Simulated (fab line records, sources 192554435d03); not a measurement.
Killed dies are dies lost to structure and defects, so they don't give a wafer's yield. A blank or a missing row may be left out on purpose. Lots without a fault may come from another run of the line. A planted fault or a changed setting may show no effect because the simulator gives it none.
Chamber matching | flow n5_finfet | N5_BEOL_M0_SAQP_ETCH_88 on rie_diel-02: 4 sister chambers
The step etches underlayer in N2/H2, target depth 6.5 nm, time 5.2 s. 8 wafers are shown with their chamber, then 7 later ones without.

WAFERS WITH THEIR CHAMBER
wafer  | chamber | drypump_motor_current_A (A) | showerhead_plenum_p_Torr (Torr)
L078.6 | 0       | 6.5                         | 2.55
L080.3 | 3       | 6.5                         | 2.46
L080.5 | 0       | 6.5                         | 2.55
L090.1 | 1       | 5.7                         | 2.63
L090.2 | 3       | 6.5                         | 2.45
L090.4 | 2       | 5.8                         | 2.52
L092.1 | 1       | 5.7                         | 2.63
L092.2 | 2       | 5.9                         | 2.51

WAFERS WITHOUT THEIR CHAMBER
wafer  | drypump_motor_current_A (A) | showerhead_plenum_p_Torr (Torr)
L092.3 | 6.5                         | 2.54
L094.2 | 5.9                         | 2.51
L094.3 | 6.5                         | 2.45
L094.4 | 6.5                         | 2.54
L096.2 | 6.5                         | 2.45
L096.3 | 5.9                         | 2.51
L096.5 | 5.7                         | 2.63

WHICH CHAMBER EACH WENT THROUGH
wafer  | from the rows above | in truth
L092.3 | 0                   | 0
L094.2 | 2                   | 2
L094.3 | 3                   | 3
L094.4 | 0                   | 0
L096.2 | 3                   | 3
L096.3 | 2                   | 2
L096.5 | 1                   | 1
Placed correctly: 7 of 7. Can't be placed from these rows: 0. Placed wrongly: 0.
How it was worked out, from the rows above alone: a wafer's distance from a chamber is the root of the sum, over the readings, of the square of ((its reading less the chamber's mean) divided by the reading's scatter). The wafer belongs to the nearest chamber; if the next one is less than 2 further off, it can't be placed. A chamber's mean is the mean of its shown wafers. The scatter: the root of (the sum of the squares of (reading less its chamber's mean) over the shown wafers, divided by (wafers less chambers)).
